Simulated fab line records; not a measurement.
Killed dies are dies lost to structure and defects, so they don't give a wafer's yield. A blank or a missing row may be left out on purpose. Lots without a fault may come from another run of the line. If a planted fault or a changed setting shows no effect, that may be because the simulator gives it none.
Chamber matching + flow n5Finfet + N5_DUMMY_GATE_ETCH_37 on rieDiel-02 has 4 sister chambers
The step etches SOC in N2/H2, target depth 60 nm, overetch 30 nm. 8 wafers are shown with their chamber, then 12 later ones without.

## WAFERS PAIRED WITH THEIR CHAMBERS
| wafer  | chamber | drypumpMotorCurrentA (A) | showerheadPlenumPTorr (Torr) |
|--------|---------|--------------------------|------------------------------|
| L085.5 | 1       | 5.4                      | 2.59                         |
| L085.6 | 0       | 5.2                      | 2.52                         |
| L086.1 | 2       | 6.6                      | 2.62                         |
| L086.2 | 3       | 6.6                      | 2.72                         |
| L086.5 | 3       | 6.5                      | 2.72                         |
| L090.1 | 0       | 5.1                      | 2.52                         |
| L090.2 | 1       | 5.4                      | 2.58                         |
| L090.6 | 2       | 6.6                      | 2.61                         |

## WAFERS WITH NO CHAMBER GIVEN
| wafer  | drypumpMotorCurrentA (A) | showerheadPlenumPTorr (Torr) |
|--------|--------------------------|------------------------------|
| L093.1 | 6.6                      | 2.61                         |
| L093.3 | 6.6                      | 2.71                         |
| L093.4 | 5.4                      | 2.58                         |
| L095.2 | 5.1                      | 2.52                         |
| L095.4 | 5.4                      | 2.58                         |
| L095.5 | 5.1                      | 2.52                         |
| L094.1 | 5.1                      | 2.52                         |
| L094.3 | 5.4                      | 2.58                         |
| L094.6 | 5.4                      | 2.58                         |
| L097.1 | 5.1                      | 2.51                         |
| L097.4 | 6.6                      | 2.61                         |
| L097.6 | 6.6                      | 2.71                         |

## THE CHAMBER EACH PASSED THROUGH
| wafer  | from the rows above | in truth |
|--------|---------------------|----------|
| L093.1 | 2                   | 2        |
| L093.3 | 3                   | 3        |
| L093.4 | 1                   | 1        |
| L095.2 | 0                   | 0        |
| L095.4 | 1                   | 1        |
| L095.5 | 0                   | 0        |
| L094.1 | 0                   | 0        |
| L094.3 | 1                   | 1        |
| L094.6 | 1                   | 1        |
| L097.1 | 0                   | 0        |
| L097.4 | 2                   | 2        |
| L097.6 | 3                   | 3        |
Correct placement for 12 of the 12. Can't be placed from these rows: 0. Number placed wrongly: 0.
How it was worked out, from the rows above alone: a wafer's distance from a chamber is the root of the sum, over the readings, of the square of ((its reading less the chamber's mean) divided by the reading's scatter). The wafer belongs to the nearest chamber; if the next one is less than 2 further off, it can't be placed. For every chamber, the mean is computed from those of its wafers that are shown. The scatter: take each reading less its chamber's mean, square it, sum over the shown wafers, divide by the number of wafers less the number of chambers, and take the root.
